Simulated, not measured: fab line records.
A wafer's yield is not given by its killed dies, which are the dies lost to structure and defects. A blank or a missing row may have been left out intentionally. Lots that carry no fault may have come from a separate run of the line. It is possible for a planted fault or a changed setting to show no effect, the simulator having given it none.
Matching of chambers | flow nand_harc | NHARC_P_BONDPAD_CMP_19 on cmp-01: 4 sister chambers
The step polishes, t overpolish 30 s, cu recess touch 16 s, target thk 160.81 nm. 16 wafers are shown with their chamber, then 8 later ones without.

## WAFERS, EACH WITH ITS CHAMBER
wafer  | chamber | motor_current_A (A) | overpolish_run_s (s)
L083.1 | 0       | 11.6                | 30.019
L083.2 | 3       | 11.6                | 30.015
L083.6 | 3       | 11.9                | 29.998
L087.1 | 2       | 12.6                | 30.008
L087.5 | 1       | 12.4                | 29.991
L087.6 | 2       | 13.4                | 30.011
L086.2 | 0       | 10.9                | 30.017
L086.4 | 3       | 11.9                | 29.996
L086.6 | 0       | 10.6                | 30.012
L089.2 | 1       | 12.4                | 29.991
L089.3 | 3       | 12.0                | 30.002
L089.5 | 1       | 12.2                | 30.005
L092.1 | 1       | 12.4                | 30.006
L092.2 | 0       | 11.4                | 29.980
L092.5 | 3       | 11.9                | 29.992
L094.3 | 1       | 11.9                | 29.999

SIGNATURES (averages over the wafers above)
reading          | chamber 0 | chamber 1 | chamber 2 | chamber 3 | scatter within a chamber
motor_current_A  | 11.125    | 12.260    | 13.000    | 11.860    | 0.32
overpolish_run_s | 30.00700  | 29.99840  | 30.00950  | 30.00060  | 0.0113
Rule: a wafer lies at a distance from a chamber equal to the root of the sum of squares, over the readings, of (its reading less the chamber's mean, divided by the reading's scatter). If the next closest chamber is less than 2 further off than the closest, the wafer can't be placed; otherwise it belongs to the closest. The scatter is the square root of a quotient: the sum, over the shown wafers, of each reading's squared deviation from its chamber's mean, divided by wafers minus chambers.

## WAFERS WHOSE CHAMBER IS MISSING
wafer  | motor_current_A (A) | overpolish_run_s (s)
L094.4 | 11.2                | 29.985
L094.6 | 11.8                | 29.999
L096.1 | 12.3                | 30.004
L096.2 | 11.4                | 30.005
L096.5 | 11.5                | 29.996
L097.3 | 11.2                | 29.992
L097.4 | 12.1                | 29.998
L097.5 | 12.4                | 30.013

## THE CHAMBER EACH PASSED THROUGH
wafer  | from the rows above          | in truth
L094.4 | can't be placed: 0 or 3 or 1 | 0
L094.6 | can't be placed: 3 or 1 or 0 | 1
L096.1 | can't be placed: 1 or 3 or 2 | 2
L096.2 | can't be placed: 0 or 3 or 1 | 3
L096.5 | can't be placed: 3 or 0 or 1 | 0
L097.3 | can't be placed: 0 or 3      | 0
L097.4 | can't be placed: 1 or 3      | 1
L097.5 | can't be placed: 1 or 2 or 3 | 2
Correct placement for 0 of the 8. From these rows, 8 cannot be placed; in 8 the true chamber is one of the candidates. Placed wrongly: 0.
